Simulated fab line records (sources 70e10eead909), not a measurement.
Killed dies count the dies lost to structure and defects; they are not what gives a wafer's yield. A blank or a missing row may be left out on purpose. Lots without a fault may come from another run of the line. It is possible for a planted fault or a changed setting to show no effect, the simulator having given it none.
Comparing a struck lot with a sound one :: flow nandHarc :: 39 out of 1302 route steps
Sound: these wafers, L810.2, L810.4, L810.6. The struck wafers were L801.1, L801.3, L801.5. The cause comes at the end.
Per side, at each step with rows, come the tool, then ch with its chambers, and then its first start. Under that, the readings that differ: sound wafers :: struck wafers :: difference of the means :: sigmas: that difference in standard deviations of wafers without a fault.
alike: readings with means less than 2 such deviations apart, plus words and numbers identical on both sides. not compared: withheld readings, readings lacking a value on some wafer, bounds such as >300 that could conceal the same value, and numbers that have no deviation in the record and whose values overlap.
Wherever a step has rows on one side only, a row that says differs or no value, or a row with sigmas, the two part there. Numbers that don't overlap but have no deviation are shown without sigmas and don't part them. Lack of a reading on every wafer of one side parts them only where that side has two or more wafers.

first, 3 steps without rows for these wafers: NHARC_A_BONDPAD_HARDBAKE_10 (time 65 s); NHARC_A_BONDPAD_DESCUM_11 (chemistry O2, time 3 s); NHARC_A_BONDPAD_ETCH_34 (etches the open film in N2/H2, target depth 60 nm, overetch 18 nm, time 65.91 s).
NHARC_A_BONDPAD_ETCH_12: etches the open film in CHF3/O2, target depth 220 nm, time 110 s.
  sound: rieDiel-04 ch 1,2; struck: rieDiel-04 ch 0,2,3
  alike: biasW, chf3FlowSccm, drypumpMotorCurrentA, oesProductAu, rfVppV, showerheadPlenumPTorr, throttleValvePct
  not compared: rfHoursCounterH
NHARC_A_BONDPAD_CD_MEAS_13:
  struck on cdSem-02, day 27 00:08; sound on cdSem-01, day 31 05:49
  alike: cdNm
then, 1 step without rows for these wafers: NHARC_A_BONDPAD_STRIP_15 (strips in O2).
NHARC_A_BONDPAD_ETCH_24: etches the open film in CF4/N2, target depth 30 nm, time 72.99 s.
  sound: rieDiel-11 ch 0,1,2; struck: rieDiel-04 ch 0,2,3
  alike: biasW, drypumpMotorCurrentA, oesProductAu, rfVppV, showerheadPlenumPTorr, throttleValvePct
  not compared: rfHoursCounterH
then, 3 steps without rows for these wafers: NHARC_A_BONDPAD_STRIP_16 (strips in post etch residue remover, time 600 s); NHARC_A_BONDPAD_DEGAS_25 (time 60 s); NHARC_A_BONDPAD_PRE_CLEAN_26 (time 30 s).
NHARC_A_BONDPAD_PVD_17: deposits TaN, target thk 5 nm, time 8.06 s.
  sound on pvdSputter-02; struck on pvdSputter-01
  alike: throttleValvePct
then, 1 step without rows for these wafers: NHARC_A_BONDPAD_PVD_27 (deposits Cu, target thk 30 nm, time 20.49 s).
NHARC_A_BONDPAD_ECD_18: material Cu, target thk 400 nm.
  sound on ecdCu-02 ch 0,1, day 31 06:50; struck on ecdCu-01 ch 1, day 27 01:10
NHARC_A_BONDPAD_ANNEAL_28: time 90 s.
  sound on rtpAnneal-02 ch 0, day 31 07:13; struck on rtpAnneal-01 ch 0, day 27 01:30
  alike: wafer_temp_C_max
NHARC_A_BONDPAD_CMP_19: polishes, t overpolish 30 s, cu recess touch 16 s, target thk 169.82 nm.
  sound on cmp-04 ch 0,2, day 31 07:31; struck on cmp-04 ch 2,3, day 27 01:50
  alike: motorCurrentA, overpolishRunS
NHARC_A_BONDPAD_THK_MEAS_20: measures by xrf.
  struck on filmMetro-02, day 27 02:10; sound on filmMetro-01, day 31 07:50
  alike: thkNm
then, 6 steps without rows for these wafers: NHARC_A_BONDPAD_SRD_21 (time 30 s, dry time 20 s); NHARC_HYBRID_BOND_ACTIVATE_00 (chemistry N2, time 60 s); NHARC_HYBRID_BOND_PRECLEAN_01 (cleans in DIW, time 300 s); NHARC_HYBRID_BOND_SRD_02 (time 30 s, dry time 20 s); NHARC_HYBRID_BOND_BOND_03; NHARC_HYBRID_BOND_ANNEAL_04 (time 7200 s).
NHARC_HYBRID_BOND_OVL_MEAS_05:
  struck on overlay-02, day 27 14:17; sound on overlay-02, day 31 18:35
  alike: overlayXNm, overlayYNm
then, 2 steps without rows for these wafers: NHARC_THIN_TSV_GRIND_00; NHARC_THIN_TSV_CMP_01 (polishes).
NHARC_THIN_TSV_THK_MEAS_02: measures by ir.
  struck on filmMetro-01, day 27 15:59; sound on filmMetro-02, day 32 01:28
  alike: thkNm
then, 12 steps without rows for these wafers: NHARC_THIN_TSV_SRD_03; NHARC_THIN_TSV_PRECLEAN_41 (cleans in SC1); NHARC_THIN_TSV_SRD_42; NHARC_THIN_TSV_DEP_43 (deposits SiO2, target thk 1328.5 nm); NHARC_THIN_TSV_DEHYDRATE_04 (time 120 s); NHARC_THIN_TSV_HMDS_05 (time 30 s); NHARC_THIN_TSV_COAT_06; NHARC_THIN_TSV_SOFTBAKE_07 (time 95 s); NHARC_THIN_TSV_EBR_08; NHARC_THIN_TSV_EXPOSE_09 (exposes mask TSV); NHARC_THIN_TSV_PEB_10 (peb time 85 s); NHARC_THIN_TSV_DEVELOP_11 (time 70 s).
NHARC_END_SORT_01:
  sound on prober-01 ch 0, day 32 22:00; struck on prober-02 ch 0, day 28 07:41
reading: defectLimitedYield (%)
sound: 94.2 94.1 94.4
struck: 29.1 29.1 28.1
difference: -65.5
sigmas: -25

reading: killedAtArray
sound: 34 33 36
struck: 477 476 486
difference: +445
sigmas: +26

reading: killedDies
sound: 39 40 38
struck: 480 480 487
difference: +443
sigmas: +26

reading: killedOpen
sound: 6 5 8
struck: 0 0 1
difference: -6
sigmas: -3

reading: sort_bin_2_pct (%)
sound: 1.3 2.4 0.9
struck: 28.7 32.1 30.0
difference: +28.7
sigmas: +26

reading: sort_bin_3_pct (%)
sound: 0.1 0.1 0.4
struck: 5.9 5.0 5.0
difference: +5.1
sigmas: +13

reading: sort_bin_4_pct (%)
sound: 4.3 3.4 4.3
struck: 36.3 33.8 36.9
difference: +31.7
sigmas: +21

reading: sortNPass
sound: 638 637 639
struck: 197 197 190
difference: -443
sigmas: -26

reading: sortRimYieldPct (%)
sound: 94 93 95
struck: 25 27 26
difference: -68
sigmas: -14

reading: sortYieldPct (%)
sound: 94.2 94.1 94.4
struck: 29.1 29.1 28.1
difference: -65.5
sigmas: -25
  alike: killedAtOther, killedAtPeriphery, killedShort

== WHERE THEY PART ==
NHARC_END_SORT_01 only, going by this record.

WHY: the cause the simulator had injected
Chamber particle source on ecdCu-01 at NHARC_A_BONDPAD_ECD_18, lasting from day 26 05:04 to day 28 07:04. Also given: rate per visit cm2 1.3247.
